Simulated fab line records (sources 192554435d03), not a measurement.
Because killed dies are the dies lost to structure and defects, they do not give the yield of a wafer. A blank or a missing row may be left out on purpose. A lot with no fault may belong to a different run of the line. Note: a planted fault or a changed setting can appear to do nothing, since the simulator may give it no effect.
Chamber matching + flow n5-finfet + N5_BEOL_M0_SAQP_PECVD_03 on pecvd-04 has 3 sister chambers
The step deposits SiCN from 3MS/NH3, target thk 12 nm, time 21.1 s. 6 wafers are shown with their chamber, then 10 later ones without.

## WAFERS, EACH WITH ITS CHAMBER
| wafer  | chamber | throttle-valve-pct (%) | showerhead-plenum-p-Torr (Torr) |
|--------|---------|------------------------|---------------------------------|
| L091.6 | 2       | 8.7                    | 3.667                           |
| L092.2 | 1       | 9.2                    | 3.679                           |
| L092.3 | 0       | 9.6                    | 3.685                           |
| L092.4 | 2       | 8.9                    | 3.693                           |
| L093.1 | 1       | 9.2                    | 3.675                           |
| L093.2 | 0       | 9.2                    | 3.673                           |

## WAFERS WITHOUT THEIR CHAMBER
| wafer  | throttle-valve-pct (%) | showerhead-plenum-p-Torr (Torr) |
|--------|------------------------|---------------------------------|
| L093.5 | 9.5                    | 3.672                           |
| L094.1 | 9.4                    | 3.685                           |
| L094.5 | 9.5                    | 3.691                           |
| L094.6 | 9.0                    | 3.677                           |
| L095.1 | 9.0                    | 3.672                           |
| L095.3 | 9.5                    | 3.675                           |
| L095.4 | 8.9                    | 3.675                           |
| L097.2 | 9.2                    | 3.668                           |
| L097.4 | 9.4                    | 3.674                           |
| L097.5 | 9.5                    | 3.679                           |

## CHAMBER TAKEN BY EACH
| wafer  | from the rows above          | in truth |
|--------|------------------------------|----------|
| L093.5 | can't be placed: 0 or 1      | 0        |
| L094.1 | can't be placed: 0 or 1      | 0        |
| L094.5 | can't be placed: 0 or 1      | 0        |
| L094.6 | can't be placed: 1 or 2 or 0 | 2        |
| L095.1 | can't be placed: 1 or 2 or 0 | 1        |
| L095.3 | can't be placed: 0 or 1      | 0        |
| L095.4 | can't be placed: 2 or 1      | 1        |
| L097.2 | can't be placed: 1 or 0 or 2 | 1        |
| L097.4 | can't be placed: 0 or 1      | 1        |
| L097.5 | can't be placed: 0 or 1      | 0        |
0 of 10 placed correctly. Cannot be placed on the basis of these rows: 10; the candidates contain the true chamber in 10. Placed wrongly: 0.
How it was worked out, from the rows above alone: a wafer's distance from a chamber is the root of the sum, over the readings, of the square of ((its reading less the chamber's mean) divided by the reading's scatter). The wafer belongs to the nearest chamber; if the next one is less than 2 further off, it can't be placed. A chamber's mean is the mean of its shown wafers. The scatter is the square root of a quotient: the sum, over the shown wafers, of each reading's squared deviation from its chamber's mean, divided by wafers minus chambers.
